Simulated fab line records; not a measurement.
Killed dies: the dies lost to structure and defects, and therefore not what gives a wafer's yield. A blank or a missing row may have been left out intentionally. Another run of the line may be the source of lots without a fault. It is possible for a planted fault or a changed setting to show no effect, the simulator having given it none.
Chamber matching || flow n5 finfet || 3 sister chambers for N5_BEOL_M0_DEP_125 on pecvd-03
The step deposits SiCN from 3MS/NH3, target thk 8 nm, time 14 s. 6 wafers are shown with their chamber, then 8 later ones without.

== EACH WAFER AND ITS CHAMBER ==
{"wafer": "L075.3", "chamber": 0, "throttle valve pct (%)": 10.4, "showerhead plenum p Torr (Torr)": 3.665}
{"wafer": "L077.4", "chamber": 0, "throttle valve pct (%)": 10.0, "showerhead plenum p Torr (Torr)": 3.659}
{"wafer": "L082.4", "chamber": 1, "throttle valve pct (%)": 8.5, "showerhead plenum p Torr (Torr)": 3.677}
{"wafer": "L084.1", "chamber": 1, "throttle valve pct (%)": 8.6, "showerhead plenum p Torr (Torr)": 3.682}
{"wafer": "L084.4", "chamber": 2, "throttle valve pct (%)": 8.8, "showerhead plenum p Torr (Torr)": 3.659}
{"wafer": "L085.2", "chamber": 2, "throttle valve pct (%)": 8.7, "showerhead plenum p Torr (Torr)": 3.663}

== WAFERS WHOSE CHAMBER IS MISSING ==
{"wafer": "L085.5", "throttle valve pct (%)": 8.8, "showerhead plenum p Torr (Torr)": 3.657}
{"wafer": "L085.6", "throttle valve pct (%)": 10.2, "showerhead plenum p Torr (Torr)": 3.663}
{"wafer": "L087.3", "throttle valve pct (%)": 8.9, "showerhead plenum p Torr (Torr)": 3.667}
{"wafer": "L087.4", "throttle valve pct (%)": 8.4, "showerhead plenum p Torr (Torr)": 3.671}
{"wafer": "L087.6", "throttle valve pct (%)": 8.8, "showerhead plenum p Torr (Torr)": 3.664}
{"wafer": "L095.1", "throttle valve pct (%)": 8.5, "showerhead plenum p Torr (Torr)": 3.663}
{"wafer": "L095.5", "throttle valve pct (%)": 8.5, "showerhead plenum p Torr (Torr)": 3.680}
{"wafer": "L095.6", "throttle valve pct (%)": 10.3, "showerhead plenum p Torr (Torr)": 3.661}

== WHICH CHAMBER EACH ONE RAN IN ==
{"wafer": "L085.5", "from the rows above": 2, "in truth": 2}
{"wafer": "L085.6", "from the rows above": 0, "in truth": 0}
{"wafer": "L087.3", "from the rows above": 2, "in truth": 2}
{"wafer": "L087.4", "from the rows above": "can't be placed: 1 or 2", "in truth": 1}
{"wafer": "L087.6", "from the rows above": 2, "in truth": 2}
{"wafer": "L095.1", "from the rows above": 2, "in truth": 2}
{"wafer": "L095.5", "from the rows above": 1, "in truth": 1}
{"wafer": "L095.6", "from the rows above": 0, "in truth": 0}
Correctly placed: 7 of 8. Can't be placed from these rows: 1 (the true chamber is among the candidates in 1). Wrongly placed: 0.
How it was worked out, from the rows above alone: a wafer's distance from a chamber is the root of the sum, over the readings, of the square of ((its reading less the chamber's mean) divided by the reading's scatter). If the next closest chamber is less than 2 further off than the closest, the wafer can't be placed; otherwise it belongs to the closest. The mean given for a chamber averages the wafers shown for that chamber. The scatter is the square root of a quotient: the sum, over the shown wafers, of each reading's squared deviation from its chamber's mean, divided by wafers minus chambers.
